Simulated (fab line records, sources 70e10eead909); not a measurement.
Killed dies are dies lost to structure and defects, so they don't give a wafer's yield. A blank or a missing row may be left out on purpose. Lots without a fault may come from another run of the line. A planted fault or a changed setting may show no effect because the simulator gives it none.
Chamber matching | flow nand_harc | NHARC_A_SLIT_DEP_23 on pecvd-04: 3 sister chambers
The step deposits SiON, target thk 100 nm. 22 wafers are shown with their chamber, then 11 later ones without.

WAFERS WITH THEIR CHAMBER
wafer  | chamber | heater_power_w (W) | susceptor_temp_C (C)
L078.1 | 0       | 783                | 399.90
L078.2 | 2       | 857                | 400.14
L078.5 | 1       | 735                | 399.97
L081.1 | 2       | 824                | 399.91
L081.4 | 1       | 848                | 400.03
L081.6 | 2       | 832                | 400.07
L084.1 | 1       | 740                | 400.03
L084.2 | 2       | 732                | 400.25
L084.4 | 2       | 734                | 399.92
L085.2 | 0       | 764                | 400.23
L085.4 | 1       | 713                | 400.20
L085.6 | 2       | 728                | 399.73
L089.1 | 2       | 848                | 399.88
L089.4 | 1       | 739                | 400.41
L089.5 | 2       | 839                | 400.12
L091.1 | 1       | 727                | 400.08
L091.5 | 2       | 850                | 399.76
L091.6 | 1       | 743                | 400.02
L092.1 | 2       | 782                | 400.11
L092.2 | 0       | 740                | 399.86
L092.5 | 2       | 794                | 400.02
L093.2 | 2       | 834                | 399.88

SIGNATURES (means of the wafers above)
reading          | chamber 0 | chamber 1 | chamber 2 | scatter within a chamber
heater_power_w   | 762.33    | 749.29    | 804.50    | 45.6
susceptor_temp_C | 399.9967  | 400.1057  | 399.9825  | 0.163
Rule: a wafer's distance from a chamber is the root of the sum, over the readings, of the square of ((its reading less the chamber's mean) divided by the reading's scatter). The wafer belongs to the nearest chamber; if the next one is less than 2 further off, it can't be placed. The scatter: the root of (the sum of the squares of (reading less its chamber's mean) over the shown wafers, divided by (wafers less chambers)).

WAFERS WITHOUT THEIR CHAMBER
wafer  | heater_power_w (W) | susceptor_temp_C (C)
L093.5 | 728                | 399.95
L093.6 | 716                | 399.73
L095.2 | 782                | 400.00
L095.3 | 858                | 400.19
L095.6 | 767                | 399.85
L097.1 | 761                | 399.57
L097.3 | 749                | 399.80
L097.6 | 837                | 399.76
L096.1 | 825                | 400.04
L096.3 | 685                | 400.04
L096.4 | 825                | 399.92

WHICH CHAMBER EACH WENT THROUGH
wafer  | from the rows above          | in truth
L093.5 | can't be placed: 0 or 1 or 2 | 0
L093.6 | can't be placed: 0 or 1 or 2 | 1
L095.2 | can't be placed: 0 or 2 or 1 | 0
L095.3 | can't be placed: 2 or 0 or 1 | 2
L095.6 | can't be placed: 0 or 2 or 1 | 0
L097.1 | can't be placed: 0 or 2 or 1 | 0
L097.3 | can't be placed: 0 or 2 or 1 | 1
L097.6 | can't be placed: 2 or 0 or 1 | 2
L096.1 | can't be placed: 2 or 0 or 1 | 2
L096.3 | can't be placed: 1 or 0 or 2 | 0
L096.4 | can't be placed: 2 or 0 or 1 | 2
Placed correctly: 0 of 11. Can't be placed from these rows: 11 (the true chamber is among the candidates in 11). Placed wrongly: 0.
